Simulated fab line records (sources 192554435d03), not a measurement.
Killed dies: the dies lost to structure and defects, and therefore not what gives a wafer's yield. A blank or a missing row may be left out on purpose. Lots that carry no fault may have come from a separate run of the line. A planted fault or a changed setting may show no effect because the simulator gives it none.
A lot that was struck, set against a sound lot :: flow n5 finfet :: 38 steps out of a route of 1938
Sound: the wafers L154.2, L154.4, L154.6. Struck: wafers L169.3, L169.5. (L169.4 of the same lot was not struck and is left out.) The cause comes at the end.
Each step with rows lists, per side, the tool, then ch with its chambers, then its first start. Under that, the readings that differ: sound wafers :: struck wafers :: difference of the means :: sigmas: that difference in standard deviations of wafers without a fault.
alike: readings with means less than 2 such deviations apart, plus words and numbers identical on both sides. not compared: withheld readings, readings lacking a value on some wafer, bounds such as >300 that could conceal the same value, and numbers that have no deviation in the record and whose values overlap.
A row with sigmas, a row that says differs or no value, or rows on one side alone: a step with any of these is where the two part. When numbers do not overlap yet have no deviation, they are printed without sigmas and do not part them. A reading that every wafer of one side lacks parts them only if that side has two wafers or more.

first, 9 steps without rows for these wafers: N5_PMOS_HMC_CHANNEL_EPI_SRD_25 (time 30 s); N5_PMOS_HMC_CHANNEL_EPI_EPI_26 (deposits Si from SiH4/H2, target thk 3.8 nm, time 22.7 s); N5_FIN_SAQP_PRECLEAN_42 (cleans in O3/DIW, time 60 s); N5_FIN_SAQP_PRECLEAN_00 (cleans in SC1, time 60 s); N5_FIN_SAQP_PRECLEAN_44 (cleans in SC2, time 45 s); N5_FIN_SAQP_SRD_01 (time 30 s); N5_FIN_SAQP_ALD_61 (deposits SiO2, target thk 4 nm, pulse time 1 s, purge time 2 s); N5_FIN_SAQP_DENSIFY_62 (time 60 s); N5_FIN_SAQP_HM_DEP_03 (deposits SiNx from SiH4/NH3/N2, target thk 38 nm, time 33.6 s).
N5_FIN_SAQP_PECVD_47: deposits a-Si from SiH4/He, target thk 45 nm, time 36.3 s.
  sound on pecvd-04 ch 0,1, day 2 02:44; struck on pecvd-04 ch 1,2, day 5 21:38
reading: run length s (s)
sound: 73.5 71.8 73.4
struck: 61.1 62.6
difference: -11.1
sigmas: -14

reading: model.a-Si_of_FIN_SAQP_PECVD_47.thk nm (nm)
sound: 44.84 45.47 45.14
struck: 31.35 31.87
difference: -13.54
sigmas: 
  alike: heater power w, showerhead plenum p Torr, throttle valve pct
then, 25 steps without rows for these wafers: N5_FIN_SAQP_PECVD_48 (deposits SiNx from SiH4/NH3/N2, target thk 25 nm, time 22.1 s); N5_FIN_SAQP_PECVD_06 (deposits a-Si from SiH4/He, target thk 60 nm, time 48.1 s); N5_FIN_SAQP_HM_DEP_72 (deposits SiO2 from SiH4/N2O, target thk 12 nm, time 7.2 s); N5_FIN_SAQP_COAT_49 (time 60 s, resist thk 100 nm); N5_FIN_SAQP_COAT_50 (time 60 s, resist thk 35 nm); N5_FIN_SAQP_COAT_10 (resist thk 90 nm); N5_FIN_SAQP_EBR_12; N5_FIN_SAQP_SOFTBAKE_11 (time 60 s); N5_FIN_SAQP_EXPOSE_13 (exposes mask FIN CORE, target cd 35.6 nm); N5_FIN_SAQP_PEB_14 (peb time 60 s); N5_FIN_SAQP_DEVELOP_15 (develop time 30 s); N5_FIN_SAQP_DESCUM_21 (chemistry O2, time 7.9 s); N5_FIN_SAQP_ETCH_51 (etches SiARC in CF4, target depth 45.5 nm, time 75.8 s); N5_FIN_SAQP_ETCH_52 (etches SOC in N2/H2, target depth 100 nm, overetch 20 nm, time 150 s); N5_FIN_SAQP_STRIP_53 (strips in N2/H2); N5_FIN_SAQP_HM_OPEN_73 (chemistry CHF3/O2, target SiO2, stops on a-Si, target depth 12 nm, time 16.8 s); N5_FIN_SAQP_STRIP_74 (strips in CHF3/O2); N5_FIN_SAQP_MANDREL_ETCH_22 (etches a-Si in HBr/Cl2, stops on SiNx, target depth 60 nm, bt time 10 s, time 30 s); N5_FIN_SAQP_STRIP_55 (strips in N2/H2); N5_FIN_SAQP_STRIP_23 (strips in SPM, time 750 s); N5_FIN_SAQP_SRD_66 (time 30 s); N5_FIN_SAQP_RECESS_75 (chemistry HF/NH3, target SiO2, target depth 14.4 nm, afs cycles 3, sublimation time 60 s); N5_FIN_SAQP_SPACER1_ALD_24 (deposits SiO2, target thk 20.3 nm, pulse time 1 s, purge time 2 s); N5_FIN_SAQP_SPACER1_ETCHBACK_25 (etches SiO2 in CHF3/O2, target depth 24.4 nm, time 12.2 s); N5_FIN_SAQP_MANDREL1_REMOVE_56 (chemistry HBr/Cl2/O2, target a-Si, stops on SiNx, bt time 10 s).
N5_FIN_SAQP_MANDREL_ETCH_58: etches a-Si in HBr/Cl2, stops on SiNx, target depth 45 nm, bt time 10 s, time 27 s.
  sound on rie si-03 ch 0,2,3, day 2 06:00; struck on rie si-03 ch 1,3, day 6 00:32
reading: oes product au (a.u.)
sound: 0.671 0.688 0.692
struck: 0.560 0.580
difference: -0.114
sigmas: -9

reading: model.etch.depth nm (nm)
sound: 44.84 45.47 45.14
struck: 31.35 31.87
difference: -13.54
sigmas: 
  alike: drypump motor current A, throttle valve pct
  not compared: rf hours counter h
-- the record jumps here: 6 days lie between the struck wafers' starts before and after (it left off in module FIN_SAQP and takes up again in module BEOL_M4, whose first step shown is number 1111 of the route) --
N5_BEOL_M4_RC_MEAS_101:
  sound on prober-02 ch 0, day 8 04:31; struck on prober-01 ch 0, day 12 02:52
reading: DIBL_P (mV/V)
sound: 37.0 37.4 39.3
struck: 33.6 33.9
difference: -4.1
sigmas: -2
  alike: DIBL_N, IOFF_N, IOFF_P, ION_N, ION_P, SS_N, SS_P, VT_N, VT_P
next, for these wafers, 1 step has no rows: N5_PASSIVATION_PROBE_49.

== WHERE THEY PART ==
Earliest at N5_FIN_SAQP_PECVD_47; latest, in this record, at N5_BEOL_M4_RC_MEAS_101.

WHY: whatever the simulator had introduced
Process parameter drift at N5_FIN_SAQP_PECVD_47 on pecvd-04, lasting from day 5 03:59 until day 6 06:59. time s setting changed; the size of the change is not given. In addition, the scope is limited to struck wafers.
